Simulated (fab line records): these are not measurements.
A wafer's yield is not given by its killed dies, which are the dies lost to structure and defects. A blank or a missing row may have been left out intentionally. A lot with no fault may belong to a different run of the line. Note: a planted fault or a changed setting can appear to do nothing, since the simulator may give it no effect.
Which tool is to blame? / flow n5 finfet / Sampling: 24 lots, 72 wafers, 5 of 1938 route steps

== WHAT EACH GAUGE READ, for each wafer ==
N5_MOL_CONTACT_COAG_OVL_MEAS_85.
lot=L074; measured=day 5 05:40; on=overlay-01; VG_OVL (nm)=-0.4 0.2 -0.1
lot=L075; measured=day 5 06:33; on=overlay-01; VG_OVL (nm)=0.3 0.3 0.6
lot=L076; measured=day 5 12:59; on=overlay-02; VG_OVL (nm)=0.8 0.2 0.6
lot=L077; measured=day 5 18:06; on=overlay-02; VG_OVL (nm)=1.2 1.3 0.7
lot=L078; measured=day 6 04:40; on=overlay-02; VG_OVL (nm)=0.8 0.2 0.7
lot=L079; measured=day 6 09:28; on=overlay-01; VG_OVL (nm)=1.2 0.8 0.4
lot=L080; measured=day 6 14:24; on=overlay-02; VG_OVL (nm)=-0.2 -0.6 0.0
lot=L081; measured=day 6 22:15; on=overlay-02; VG_OVL (nm)=-0.9 -0.1 0.5
lot=L082; measured=day 7 02:01; on=overlay-01; VG_OVL (nm)=0.2 0.9 0.6
lot=L083; measured=day 7 09:10; on=overlay-02; VG_OVL (nm)=-1.2 0.0 -1.2
lot=L084; measured=day 7 20:23; on=overlay-02; VG_OVL (nm)=-0.9 -0.2 -0.6
lot=L085; measured=day 7 23:43; on=overlay-02; VG_OVL (nm)=-0.5 0.1 0.9
lot=L086; measured=day 8 09:23; on=overlay-01; VG_OVL (nm)=1.0 0.2 0.3
lot=L087; measured=day 8 15:13; on=overlay-01; VG_OVL (nm)=-0.9 -1.1 -0.4
lot=L088; measured=day 8 20:32; on=overlay-02; VG_OVL (nm)=0.0 -0.9 -1.1
lot=L089; measured=day 9 05:11; on=overlay-01; VG_OVL (nm)=-0.3 0.2 0.4
lot=L090; measured=day 9 06:39; on=overlay-02; VG_OVL (nm)=0.4 -0.5 0.0
lot=L091; measured=day 9 12:19; on=overlay-01; VG_OVL (nm)=0.6 1.2 2.1
lot=L092; measured=day 9 23:25; on=overlay-01; VG_OVL (nm)=-0.8 -0.5 -0.7
lot=L093; measured=day 9 23:51; on=overlay-02; VG_OVL (nm)=-0.8 -0.9 -1.4
lot=L094; measured=day 10 09:19; on=overlay-02; VG_OVL (nm)=-0.4 0.7 0.1
lot=L095; measured=day 10 19:52; on=overlay-01; VG_OVL (nm)=-0.3 0.2 0.7
lot=L096; measured=day 10 22:05; on=overlay-02; VG_OVL (nm)=0.2 0.5 1.0
lot=L097; measured=day 11 06:01; on=overlay-01; VG_OVL (nm)=0.0 -0.2 -0.4

N5_MOL_CONTACT_COAG_CD_MEAS_137 targets a cd of 16 nm.
lot=L074; measured=day 5 06:33; on=cd sem-02; cd nm (nm)=15.9 16.0 16.2
lot=L075; measured=day 5 08:15; on=cd sem-02; cd nm (nm)=16.0 15.9 15.6
lot=L076; measured=day 5 14:47; on=cd sem-03; cd nm (nm)=16.2 16.4 16.7
lot=L077; measured=day 5 19:22; on=cd sem-02; cd nm (nm)=15.8 15.9 16.1
lot=L078; measured=day 6 05:52; on=cd sem-03; cd nm (nm)=16.0 16.1 16.5
lot=L079; measured=day 6 10:26; on=cd sem-02; cd nm (nm)=16.5 16.1 15.8
lot=L080; measured=day 6 15:35; on=cd sem-02; cd nm (nm)=16.1 15.9 15.7
lot=L081; measured=day 6 23:09; on=cd sem-02; cd nm (nm)=16.1 16.3 16.1
lot=L082; measured=day 7 03:24; on=cd sem-02; cd nm (nm)=15.6 16.3 16.0
lot=L083; measured=day 7 10:23; on=cd sem-02; cd nm (nm)=16.4 15.7 16.4
lot=L084; measured=day 7 21:28; on=cd sem-03; cd nm (nm)=16.1 16.7 16.2
lot=L085; measured=day 8 01:38; on=cd sem-03; cd nm (nm)=16.1 16.3 16.2
lot=L086; measured=day 8 10:20; on=cd sem-02; cd nm (nm)=16.1 16.5 16.3
lot=L087; measured=day 8 16:58; on=cd sem-03; cd nm (nm)=16.0 16.4 15.7
lot=L088; measured=day 8 21:55; on=cd sem-02; cd nm (nm)=15.6 16.4 16.5
lot=L089; measured=day 9 06:08; on=cd sem-01; cd nm (nm)=16.2 15.9 15.9
lot=L090; measured=day 9 07:47; on=cd sem-01; cd nm (nm)=15.8 16.0 15.8
lot=L091; measured=day 9 13:17; on=cd sem-01; cd nm (nm)=15.2 16.9 16.1
lot=L092; measured=day 10 00:55; on=cd sem-02; cd nm (nm)=15.8 16.0 15.5
lot=L093; measured=day 10 00:59; on=cd sem-02; cd nm (nm)=16.4 16.5 15.7
lot=L094; measured=day 10 10:13; on=cd sem-03; cd nm (nm)=15.8 15.7 15.9
lot=L095; measured=day 10 20:57; on=cd sem-01; cd nm (nm)=16.1 16.3 16.1
lot=L096; measured=day 10 23:11; on=cd sem-01; cd nm (nm)=16.7 15.8 16.0
lot=L097; measured=day 11 06:58; on=cd sem-02; cd nm (nm)=15.7 15.9 16.1

N5_MOL_CONTACT_COAG_CD_MEAS_40 targets a cd of 25.1 nm.
lot=L074; measured=day 5 06:52; on=cd sem-01; cd nm (nm)=25.21 25.17 24.94
lot=L075; measured=day 5 08:41; on=cd sem-02; cd nm (nm)=25.04 25.10 25.37
lot=L076; measured=day 5 15:07; on=cd sem-03; cd nm (nm)=24.68 24.98 24.75
lot=L077; measured=day 5 19:48; on=cd sem-03; cd nm (nm)=25.35 25.28 25.06
lot=L078; measured=day 6 06:11; on=cd sem-03; cd nm (nm)=25.02 24.93 24.94
lot=L079; measured=day 6 10:53; on=cd sem-02; cd nm (nm)=25.19 24.95 24.98
lot=L080; measured=day 6 16:01; on=cd sem-03; cd nm (nm)=25.19 25.31 24.96
lot=L081; measured=day 6 23:36; on=cd sem-02; cd nm (nm)=25.12 24.93 25.61
lot=L082; measured=day 7 03:43; on=cd sem-02; cd nm (nm)=25.26 25.05 25.21
lot=L083; measured=day 7 10:50; on=cd sem-02; cd nm (nm)=25.36 25.07 25.06
lot=L084; measured=day 7 21:47; on=cd sem-03; cd nm (nm)=24.66 25.05 25.08
lot=L085; measured=day 8 01:58; on=cd sem-03; cd nm (nm)=25.33 25.20 25.13
lot=L086; measured=day 8 10:47; on=cd sem-03; cd nm (nm)=25.11 24.80 25.17
lot=L087; measured=day 8 17:25; on=cd sem-01; cd nm (nm)=25.03 25.48 25.27
lot=L088; measured=day 8 22:14; on=cd sem-01; cd nm (nm)=25.16 25.36 25.02
lot=L089; measured=day 9 06:35; on=cd sem-02; cd nm (nm)=25.19 25.78 25.29
lot=L090; measured=day 9 08:13; on=cd sem-02; cd nm (nm)=24.97 25.12 25.66
lot=L091; measured=day 9 13:36; on=cd sem-03; cd nm (nm)=25.25 25.27 25.04
lot=L092; measured=day 10 01:21; on=cd sem-01; cd nm (nm)=24.95 25.08 25.21
lot=L093; measured=day 10 01:32; on=cd sem-01; cd nm (nm)=25.02 25.17 25.23
lot=L094; measured=day 10 10:32; on=cd sem-01; cd nm (nm)=25.06 25.16 25.29
lot=L095; measured=day 10 21:24; on=cd sem-01; cd nm (nm)=24.98 25.10 25.73
lot=L096; measured=day 10 23:31; on=cd sem-01; cd nm (nm)=25.06 25.81 24.79
lot=L097; measured=day 11 07:16; on=cd sem-01; cd nm (nm)=25.06 25.10 25.27

== WHICH TOOL RAN EACH LOT (tool, then ch and the chambers of the sampled wafers, then the start) ==
lot=L074; N5_MOL_CONTACT_COAG_ETCHBACK_132=rie diel-03 ch 0,1, day 5 06:04; N5_MOL_CONTACT_COAG_STRIP_96=rie diel-03 ch 0,1, day 5 06:17
lot=L075; N5_MOL_CONTACT_COAG_ETCHBACK_132=rie diel-02 ch 2,3, day 5 07:43; N5_MOL_CONTACT_COAG_STRIP_96=rie diel-02 ch 2,3, day 5 07:56
lot=L076; N5_MOL_CONTACT_COAG_ETCHBACK_132=rie diel-03 ch 0,1,3, day 5 14:00; N5_MOL_CONTACT_COAG_STRIP_96=rie diel-03 ch 0,1,3, day 5 14:13
lot=L077; N5_MOL_CONTACT_COAG_ETCHBACK_132=rie diel-05 ch 0,1, day 5 18:52; N5_MOL_CONTACT_COAG_STRIP_96=rie diel-05 ch 0,1, day 5 19:05
lot=L078; N5_MOL_CONTACT_COAG_ETCHBACK_132=rie diel-02 ch 1,2,3, day 6 05:22; N5_MOL_CONTACT_COAG_STRIP_96=rie diel-02 ch 1,2,3, day 6 05:35
lot=L079; N5_MOL_CONTACT_COAG_ETCHBACK_132=rie diel-02 ch 1,2, day 6 09:56; N5_MOL_CONTACT_COAG_STRIP_96=rie diel-02 ch 1,2, day 6 10:10
lot=L080; N5_MOL_CONTACT_COAG_ETCHBACK_132=rie diel-05 ch 0,2,3, day 6 15:05; N5_MOL_CONTACT_COAG_STRIP_96=rie diel-05 ch 0,2,3, day 6 15:19
lot=L081; N5_MOL_CONTACT_COAG_ETCHBACK_132=rie diel-02 ch 1,3, day 6 22:40; N5_MOL_CONTACT_COAG_STRIP_96=rie diel-02 ch 1,3, day 6 22:53
lot=L082; N5_MOL_CONTACT_COAG_ETCHBACK_132=rie diel-05 ch 0,2, day 7 02:55; N5_MOL_CONTACT_COAG_STRIP_96=rie diel-05 ch 0,2, day 7 03:08
lot=L083; N5_MOL_CONTACT_COAG_ETCHBACK_132=rie diel-05 ch 0,2, day 7 09:39; N5_MOL_CONTACT_COAG_STRIP_96=rie diel-05 ch 0,2, day 7 09:53
lot=L084; N5_MOL_CONTACT_COAG_ETCHBACK_132=rie diel-03 ch 0,2,3, day 7 20:58; N5_MOL_CONTACT_COAG_STRIP_96=rie diel-03 ch 0,2,3, day 7 21:11
lot=L085; N5_MOL_CONTACT_COAG_ETCHBACK_132=rie diel-02 ch 0,1,3, day 8 01:09; N5_MOL_CONTACT_COAG_STRIP_96=rie diel-02 ch 0,1,3, day 8 01:22
lot=L086; N5_MOL_CONTACT_COAG_ETCHBACK_132=rie diel-02 ch 0,2,3, day 8 09:51; N5_MOL_CONTACT_COAG_STRIP_96=rie diel-02 ch 0,2,3, day 8 10:05
lot=L087; N5_MOL_CONTACT_COAG_ETCHBACK_132=rie diel-03 ch 2,3, day 8 16:28; N5_MOL_CONTACT_COAG_STRIP_96=rie diel-03 ch 2,3, day 8 16:42
lot=L088; N5_MOL_CONTACT_COAG_ETCHBACK_132=rie diel-05 ch 0,3, day 8 21:25; N5_MOL_CONTACT_COAG_STRIP_96=rie diel-05 ch 0,3, day 8 21:38
lot=L089; N5_MOL_CONTACT_COAG_ETCHBACK_132=rie diel-03 ch 1,2,3, day 9 05:38; N5_MOL_CONTACT_COAG_STRIP_96=rie diel-03 ch 1,2,3, day 9 05:52
lot=L090; N5_MOL_CONTACT_COAG_ETCHBACK_132=rie diel-02 ch 0,3, day 9 07:17; N5_MOL_CONTACT_COAG_STRIP_96=rie diel-02 ch 0,3, day 9 07:31
lot=L091; N5_MOL_CONTACT_COAG_ETCHBACK_132=rie diel-05 ch 0,1,2, day 9 12:47; N5_MOL_CONTACT_COAG_STRIP_96=rie diel-05 ch 0,1,2, day 9 13:01
lot=L092; N5_MOL_CONTACT_COAG_ETCHBACK_132=rie diel-02 ch 0,2,3, day 10 00:25; N5_MOL_CONTACT_COAG_STRIP_96=rie diel-02 ch 0,2,3, day 10 00:38
lot=L093; N5_MOL_CONTACT_COAG_ETCHBACK_132=rie diel-05 ch 1,2, day 10 00:30; N5_MOL_CONTACT_COAG_STRIP_96=rie diel-05 ch 1,2, day 10 00:43
lot=L094; N5_MOL_CONTACT_COAG_ETCHBACK_132=rie diel-05 ch 1,2,3, day 10 09:43; N5_MOL_CONTACT_COAG_STRIP_96=rie diel-05 ch 1,2,3, day 10 09:57
lot=L095; N5_MOL_CONTACT_COAG_ETCHBACK_132=rie diel-02 ch 0,2,3, day 10 20:28; N5_MOL_CONTACT_COAG_STRIP_96=rie diel-02 ch 0,2,3, day 10 20:41
lot=L096; N5_MOL_CONTACT_COAG_ETCHBACK_132=rie diel-05 ch 0,2,3, day 10 22:41; N5_MOL_CONTACT_COAG_STRIP_96=rie diel-05 ch 0,2,3, day 10 22:55
lot=L097; N5_MOL_CONTACT_COAG_ETCHBACK_132=rie diel-02 ch 1,3, day 11 06:28; N5_MOL_CONTACT_COAG_STRIP_96=rie diel-02 ch 1,3, day 11 06:41
- N5_MOL_CONTACT_COAG_ETCHBACK_132: etches SiO2 in CHF3, target depth 10 nm, time 6.7 s.
- N5_MOL_CONTACT_COAG_STRIP_96: strips in N2/H2.

== WHAT THE TOOLS THEMSELVES READ (means of the sampled wafers that have a number; where no wafer has one, the mark that the record gives instead) ==
N5_MOL_CONTACT_COAG_ETCHBACK_132.
lot=L074; tool=rie diel-03; drypump motor current A (A)=6.3; oes product au (a.u.)=0.72; rf vpp V (V)=515; showerhead plenum p Torr (Torr)=2.36; throttle valve pct (%)=18.76
lot=L075; tool=rie diel-02; drypump motor current A (A)=5.9; oes product au (a.u.)=0.84; rf vpp V (V)=527; showerhead plenum p Torr (Torr)=2.33; throttle valve pct (%)=18.75
lot=L076; tool=rie diel-03; drypump motor current A (A)=6.2; oes product au (a.u.)=0.74; rf vpp V (V)=512; showerhead plenum p Torr (Torr)=2.38; throttle valve pct (%)=18.66
lot=L077; tool=rie diel-05; drypump motor current A (A)=5.6; oes product au (a.u.)=0.71; rf vpp V (V)=527; showerhead plenum p Torr (Torr)=2.46; throttle valve pct (%)=18.72
lot=L078; tool=rie diel-02; drypump motor current A (A)=5.7; oes product au (a.u.)=0.77; rf vpp V (V)=533; showerhead plenum p Torr (Torr)=2.38; throttle valve pct (%)=18.74
lot=L079; tool=rie diel-02; drypump motor current A (A)=5.5; oes product au (a.u.)=0.73; rf vpp V (V)=539; showerhead plenum p Torr (Torr)=2.44; throttle valve pct (%)=18.73
lot=L080; tool=rie diel-05; drypump motor current A (A)=5.9; oes product au (a.u.)=0.80; rf vpp V (V)=532; showerhead plenum p Torr (Torr)=2.42; throttle valve pct (%)=18.66
lot=L081; tool=rie diel-02; drypump motor current A (A)=5.6; oes product au (a.u.)=0.78; rf vpp V (V)=529; showerhead plenum p Torr (Torr)=2.43; throttle valve pct (%)=18.66
lot=L082; tool=rie diel-05; drypump motor current A (A)=5.7; oes product au (a.u.)=0.79; rf vpp V (V)=531; showerhead plenum p Torr (Torr)=2.41; throttle valve pct (%)=18.53
lot=L083; tool=rie diel-05; drypump motor current A (A)=5.7; oes product au (a.u.)=0.79; rf vpp V (V)=531; showerhead plenum p Torr (Torr)=2.41; throttle valve pct (%)=18.54
lot=L084; tool=rie diel-03; drypump motor current A (A)=5.9; oes product au (a.u.)=0.69; rf vpp V (V)=513; showerhead plenum p Torr (Torr)=2.35; throttle valve pct (%)=18.68
lot=L085; tool=rie diel-02; drypump motor current A (A)=5.9; oes product au (a.u.)=0.78; rf vpp V (V)=525; showerhead plenum p Torr (Torr)=2.33; throttle valve pct (%)=18.72
lot=L086; tool=rie diel-02; drypump motor current A (A)=6.0; oes product au (a.u.)=0.76; rf vpp V (V)=531; showerhead plenum p Torr (Torr)=2.28; throttle valve pct (%)=18.82
lot=L087; tool=rie diel-03; drypump motor current A (A)=5.6; oes product au (a.u.)=0.69; rf vpp V (V)=510; showerhead plenum p Torr (Torr)=2.35; throttle valve pct (%)=18.67
lot=L088; tool=rie diel-05; drypump motor current A (A)=6.3; oes product au (a.u.)=0.71; rf vpp V (V)=527; showerhead plenum p Torr (Torr)=2.46; throttle valve pct (%)=18.89
lot=L089; tool=rie diel-03; drypump motor current A (A)=5.9; oes product au (a.u.)=0.72; rf vpp V (V)=509; showerhead plenum p Torr (Torr)=2.37; throttle valve pct (%)=18.68
lot=L090; tool=rie diel-02; drypump motor current A (A)=6.1; oes product au (a.u.)=0.81; rf vpp V (V)=520; showerhead plenum p Torr (Torr)=2.27; throttle valve pct (%)=18.76
lot=L091; tool=rie diel-05; drypump motor current A (A)=5.5; oes product au (a.u.)=0.76; rf vpp V (V)=530; showerhead plenum p Torr (Torr)=2.41; throttle valve pct (%)=18.69
lot=L092; tool=rie diel-02; drypump motor current A (A)=6.0; oes product au (a.u.)=0.84; rf vpp V (V)=530; showerhead plenum p Torr (Torr)=2.27; throttle valve pct (%)=18.71
lot=L093; tool=rie diel-05; drypump motor current A (A)=5.4; oes product au (a.u.)=0.82; rf vpp V (V)=534; showerhead plenum p Torr (Torr)=2.37; throttle valve pct (%)=18.62
lot=L094; tool=rie diel-05; drypump motor current A (A)=5.7; oes product au (a.u.)=0.76; rf vpp V (V)=531; showerhead plenum p Torr (Torr)=2.41; throttle valve pct (%)=18.82
lot=L095; tool=rie diel-02; drypump motor current A (A)=6.0; oes product au (a.u.)=0.84; rf vpp V (V)=531; showerhead plenum p Torr (Torr)=2.27; throttle valve pct (%)=18.72
lot=L096; tool=rie diel-05; drypump motor current A (A)=5.9; oes product au (a.u.)=0.76; rf vpp V (V)=531; showerhead plenum p Torr (Torr)=2.41; throttle valve pct (%)=18.71
lot=L097; tool=rie diel-02; drypump motor current A (A)=5.6; oes product au (a.u.)=0.75; rf vpp V (V)=527; showerhead plenum p Torr (Torr)=2.41; throttle valve pct (%)=18.72

N5_MOL_CONTACT_COAG_STRIP_96.
lot=L074; tool=rie diel-03; drypump motor current A (A)=6.3; oes product au (a.u.)=0.72; rf vpp V (V)=120.9; showerhead plenum p Torr (Torr)=3.34; throttle valve pct (%)=18.8
lot=L075; tool=rie diel-02; drypump motor current A (A)=5.9; oes product au (a.u.)=0.83; rf vpp V (V)=120.1; showerhead plenum p Torr (Torr)=3.28; throttle valve pct (%)=18.8
lot=L076; tool=rie diel-03; drypump motor current A (A)=6.2; oes product au (a.u.)=0.73; rf vpp V (V)=123.0; showerhead plenum p Torr (Torr)=3.35; throttle valve pct (%)=18.7
lot=L077; tool=rie diel-05; drypump motor current A (A)=5.6; oes product au (a.u.)=0.71; rf vpp V (V)=122.3; showerhead plenum p Torr (Torr)=3.46; throttle valve pct (%)=18.8
lot=L078; tool=rie diel-02; drypump motor current A (A)=5.7; oes product au (a.u.)=0.77; rf vpp V (V)=121.8; showerhead plenum p Torr (Torr)=3.36; throttle valve pct (%)=19.0
lot=L079; tool=rie diel-02; drypump motor current A (A)=5.5; oes product au (a.u.)=0.73; rf vpp V (V)=123.1; showerhead plenum p Torr (Torr)=3.44; throttle valve pct (%)=19.1
lot=L080; tool=rie diel-05; drypump motor current A (A)=5.9; oes product au (a.u.)=0.80; rf vpp V (V)=122.4; showerhead plenum p Torr (Torr)=3.41; throttle valve pct (%)=18.9
lot=L081; tool=rie diel-02; drypump motor current A (A)=5.6; oes product au (a.u.)=0.78; rf vpp V (V)=122.4; showerhead plenum p Torr (Torr)=3.42; throttle valve pct (%)=18.9
lot=L082; tool=rie diel-05; drypump motor current A (A)=5.7; oes product au (a.u.)=0.80; rf vpp V (V)=121.2; showerhead plenum p Torr (Torr)=3.40; throttle valve pct (%)=18.6
lot=L083; tool=rie diel-05; drypump motor current A (A)=5.7; oes product au (a.u.)=0.79; rf vpp V (V)=122.2; showerhead plenum p Torr (Torr)=3.40; throttle valve pct (%)=18.7
lot=L084; tool=rie diel-03; drypump motor current A (A)=5.9; oes product au (a.u.)=0.69; rf vpp V (V)=121.5; showerhead plenum p Torr (Torr)=3.32; throttle valve pct (%)=18.9
lot=L085; tool=rie diel-02; drypump motor current A (A)=5.9; oes product au (a.u.)=0.78; rf vpp V (V)=122.4; showerhead plenum p Torr (Torr)=3.29; throttle valve pct (%)=18.9
lot=L086; tool=rie diel-02; drypump motor current A (A)=6.1; oes product au (a.u.)=0.76; rf vpp V (V)=120.8; showerhead plenum p Torr (Torr)=3.22; throttle valve pct (%)=18.9
lot=L087; tool=rie diel-03; drypump motor current A (A)=5.6; oes product au (a.u.)=0.68; rf vpp V (V)=122.1; showerhead plenum p Torr (Torr)=3.31; throttle valve pct (%)=18.9
lot=L088; tool=rie diel-05; drypump motor current A (A)=6.3; oes product au (a.u.)=0.70; rf vpp V (V)=121.9; showerhead plenum p Torr (Torr)=3.47; throttle valve pct (%)=19.3
lot=L089; tool=rie diel-03; drypump motor current A (A)=5.9; oes product au (a.u.)=0.71; rf vpp V (V)=120.8; showerhead plenum p Torr (Torr)=3.33; throttle valve pct (%)=18.8
lot=L090; tool=rie diel-02; drypump motor current A (A)=6.1; oes product au (a.u.)=0.81; rf vpp V (V)=121.0; showerhead plenum p Torr (Torr)=3.20; throttle valve pct (%)=18.7
lot=L091; tool=rie diel-05; drypump motor current A (A)=5.5; oes product au (a.u.)=0.77; rf vpp V (V)=123.1; showerhead plenum p Torr (Torr)=3.39; throttle valve pct (%)=18.7
lot=L092; tool=rie diel-02; drypump motor current A (A)=6.0; oes product au (a.u.)=0.84; rf vpp V (V)=121.1; showerhead plenum p Torr (Torr)=3.21; throttle valve pct (%)=18.8
lot=L093; tool=rie diel-05; drypump motor current A (A)=5.4; oes product au (a.u.)=0.83; rf vpp V (V)=120.9; showerhead plenum p Torr (Torr)=3.34; throttle valve pct (%)=18.6
lot=L094; tool=rie diel-05; drypump motor current A (A)=5.7; oes product au (a.u.)=0.76; rf vpp V (V)=122.2; showerhead plenum p Torr (Torr)=3.40; throttle valve pct (%)=19.0
lot=L095; tool=rie diel-02; drypump motor current A (A)=6.1; oes product au (a.u.)=0.83; rf vpp V (V)=121.1; showerhead plenum p Torr (Torr)=3.21; throttle valve pct (%)=18.8
lot=L096; tool=rie diel-05; drypump motor current A (A)=5.9; oes product au (a.u.)=0.76; rf vpp V (V)=122.3; showerhead plenum p Torr (Torr)=3.39; throttle valve pct (%)=18.9
lot=L097; tool=rie diel-02; drypump motor current A (A)=5.6; oes product au (a.u.)=0.74; rf vpp V (V)=122.8; showerhead plenum p Torr (Torr)=3.40; throttle valve pct (%)=19.0

== THE ANSWER, worked out from the rows above alone ==
Rule: usual is defined by the lots themselves. The widest of any qualifying gaps counts: lots, ordered by their means at a reading, are off when they make up no more than a third of the lots, leave a main group of 4 or more, and stand apart from it by 3 or more times the standard deviation of that group's means. Not used: any main group whose means are identical at the precision the tables above print for the reading. A lot without any number at a reading at which 4 lots or more have one is off too. The other lots that the step has rows for count as sound. Order of review: gauges by route order, followed by the tools' own readings, for which a lot's mean as printed above is used. The first step at which some lot is off is used, and at that step the reading that is off furthest; a lot without a number counts as furthest.
Nothing can be told from this: no lot is off at any reading shown.

== WHAT WAS PUT IN BY THE SIMULATOR ==
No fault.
